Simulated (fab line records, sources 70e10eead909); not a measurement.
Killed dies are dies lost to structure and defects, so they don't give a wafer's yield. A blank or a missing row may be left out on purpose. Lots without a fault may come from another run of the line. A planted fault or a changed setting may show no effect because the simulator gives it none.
Chamber matching | flow nand_harc | NHARC_P_CONTACT_ETCH_35 on rie_diel-12: 4 sister chambers
The step etches the open film in CF4, target depth 39 nm, time 65 s. 16 wafers are shown with their chamber, then 8 later ones without.

WAFERS WITH THEIR CHAMBER
wafer  | chamber | showerhead_plenum_p_Torr (Torr) | drypump_motor_current_A (A) | rf_vpp_V (V)
L388.1 | 3       | 1.80                            | 5.9                         | 153.3
L388.3 | 0       | 1.71                            | 6.3                         | 150.3
L388.4 | 2       | 1.86                            | 6.2                         | 152.6
L390.1 | 3       | 1.80                            | 6.0                         | 152.0
L390.2 | 0       | 1.71                            | 6.3                         | 150.8
L390.5 | 3       | 1.80                            | 5.9                         | 151.9
L389.2 | 2       | 1.86                            | 6.2                         | 151.9
L389.5 | 2       | 1.86                            | 6.1                         | 152.5
L389.6 | 1       | 1.74                            | 5.2                         | 150.4
L401.2 | 2       | 1.86                            | 6.2                         | 152.0
L401.4 | 3       | 1.79                            | 6.0                         | 151.8
L401.5 | 3       | 1.79                            | 6.0                         | 150.3
L402.3 | 2       | 1.85                            | 6.2                         | 151.0
L402.5 | 2       | 1.85                            | 6.2                         | 151.4
L402.6 | 3       | 1.79                            | 6.0                         | 151.9
L406.2 | 2       | 1.85                            | 6.2                         | 153.0

SIGNATURES (means of the wafers above)
reading                  | chamber 0 | chamber 1 | chamber 2 | chamber 3 | scatter within a chamber
showerhead_plenum_p_Torr | 1.7100    | 1.7400    | 1.8557    | 1.7950    | 0.00518
drypump_motor_current_A  | 6.300     | 5.200     | 6.186     | 5.967     | 0.0427
rf_vpp_V                 | 150.550   | 150.400   | 152.057   | 151.867   | 0.797
Rule: a wafer's distance from a chamber is the root of the sum, over the readings, of the square of ((its reading less the chamber's mean) divided by the reading's scatter). The wafer belongs to the nearest chamber; if the next one is less than 2 further off, it can't be placed. The scatter: the root of (the sum of the squares of (reading less its chamber's mean) over the shown wafers, divided by (wafers less chambers)).

WAFERS WITHOUT THEIR CHAMBER
wafer  | showerhead_plenum_p_Torr (Torr) | drypump_motor_current_A (A) | rf_vpp_V (V)
L406.5 | 1.74                            | 5.1                         | 150.9
L406.6 | 1.85                            | 6.2                         | 151.5
L408.2 | 1.71                            | 6.3                         | 150.3
L408.3 | 1.74                            | 5.1                         | 151.1
L408.4 | 1.85                            | 6.2                         | 151.3
L410.4 | 1.85                            | 6.2                         | 152.5
L410.5 | 1.79                            | 6.0                         | 152.4
L410.6 | 1.74                            | 5.2                         | 151.5

WHICH CHAMBER EACH WENT THROUGH
wafer  | from the rows above | in truth
L406.5 | 1                   | 1
L406.6 | 2                   | 2
L408.2 | 0                   | 0
L408.3 | 1                   | 1
L408.4 | 2                   | 2
L410.4 | 2                   | 2
L410.5 | 3                   | 3
L410.6 | 1                   | 1
Placed correctly: 8 of 8. Can't be placed from these rows: 0. Placed wrongly: 0.
